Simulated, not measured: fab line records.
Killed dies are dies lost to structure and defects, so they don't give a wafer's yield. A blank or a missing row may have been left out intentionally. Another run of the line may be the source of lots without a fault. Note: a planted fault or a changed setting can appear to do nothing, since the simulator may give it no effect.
Comparing a struck lot with a sound one -- flow n5Finfet -- 16 out of 1938 route steps
Sound: these wafers, L169.2, L169.3, L169.5. Struck: wafers L185.2, L185.3 (left out: L185.4, a lot-mate that was not struck); the cause follows at the end.
For every step that has rows: the tool of each side, followed by ch and its chambers, followed by its first start. Under that, the readings that differ: sound wafers -- struck wafers -- difference of the means -- sigmas: that difference in standard deviations of wafers without a fault.
alike: a reading whose means differ by less than 2 such deviations, as well as words and numbers matching on both sides. not compared: withheld readings; readings where some wafer has no value; bounds like >300 that might hide an equal value; numbers whose values overlap and for which the record gives no deviation.
Wherever a step has rows on one side only, a row that says differs or no value, or a row with sigmas, the two part there. Numbers that don't overlap but have no deviation are shown without sigmas and don't part them. Lack of a reading on every wafer of one side parts them only where that side has two or more wafers.

first, 2 steps without rows for these wafers: N5_BEOL_M1_ETCH_41 (etches SiCN in CH3F/O2, target depth 31.9 nm, time 57.8 s); N5_BEOL_M1_STRIP_97 (strips in N2/H2, time 10 s).
N5_BEOL_M1_OCD_MEAS_38:
  sound: ocd-01 at day 7 00:32; struck: ocd-02 at day 11 06:57
  alike: trenchDepthNm
then, 4 steps without rows for these wafers: N5_BEOL_M1_HM_STRIP_39 (strips TiN in peroxide tin strip, target depth 25 nm, time 158 s); N5_BEOL_M1_SRD_40 (time 30 s); N5_BEOL_M1_PRECLEAN_42 (cleans in residue remover, time 60 s); N5_BEOL_M1_SRD_43 (time 30 s).
N5_BEOL_M1_CD_MEAS_35: target cd 18 nm, target cd y 21 nm.
  sound: cdSem-03 at day 7 00:41; struck: cdSem-02 at day 11 07:06
  alike: cdNm
N5_BEOL_M1_DEGAS_44: time 60 s.
  sound: pvdSputter-03 at day 7 01:14; struck: pvdSputter-02 at day 11 07:19
  alike: heaterPowerW
N5_BEOL_M1_PRE_CLEAN_45: time 30 s.
  sound: pvdSputter-03 at day 7 01:16; struck: pvdSputter-02 at day 11 07:22
  alike: heaterPowerW
N5_BEOL_M1_ALD_84: deposits TaN, pulse time 2 s, purge time 3 s, co reactant purge time 2 s.
  sound on aldMetal-02 ch 1,3, day 7 01:21; struck on aldMetal-02 ch 0,3, day 11 07:26
  alike: heaterPowerW, precursorVesselTempC
N5_BEOL_M1_SURFACE_TREAT_85:
  sound: pvdSputter-03 at day 7 01:35; struck: pvdSputter-02 at day 11 07:53
  not compared: throttleValvePct
N5_BEOL_M1_CVD_47: deposits Co from CCTBA/H2, target thk 3 nm, time 223.8 s.
  sound on cvdCo-01 ch 0,2, day 7 01:40; struck on cvdCo-01 ch 1, day 11 07:59
reading,sound,struck,difference,sigmas
runLengthS (s),245.7 247.6 247.6,409.0 409.1,+162.1,+99 or more
N5_BEOL_M1_SPUTTER_48: material Cu, target thk 4.5 nm, time 8.29 s.
  sound: pvdSputter-03 at day 7 01:55; struck: pvdSputter-02 at day 11 08:17
  alike: throttleValvePct
N5_BEOL_M4_RC_MEAS_101:
  sound on prober-01 ch 0, day 9 01:30; struck on prober-02 ch 0, day 12 21:13
  alike: DIBL_N, DIBL_P, IOFF_N, IOFF_P, ION_N, ION_P, SS_N, SS_P, VT_N, VT_P
-- the record jumps here: 5 days lie between the struck wafers' starts before and after (it left off in module BEOL_M4 and takes up again in module PASSIVATION, whose first step shown is number 1936 of the route) --
N5_PASSIVATION_PROBE_49:
  sound: prober-02 at day 13 01:13; struck: prober-02 at day 17 15:00
reading,sound,struck,difference,sigmas
killedShort,34 31 36,49 50,+16,+2
sort_bin_5_function (%),4.9 5.4 4.1,7.7 6.1,+2.1,+2
  alike: defectLimitedYield, killed_at_M0_to_M3, killed_at_M4_up, killedAtContacts, killedAtFrontEnd, killedAtOther, killedDies, killedOpen, sort_bin_6_memory, sortNPass, sortYieldPct

WHERE THEY PART
Earliest at N5_BEOL_M1_CVD_47; latest, in this record, at N5_PASSIVATION_PROBE_49.

WHY: what the simulator had put in
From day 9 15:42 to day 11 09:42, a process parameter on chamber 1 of cvdCo-01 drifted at N5_BEOL_M1_CVD_47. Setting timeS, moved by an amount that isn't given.
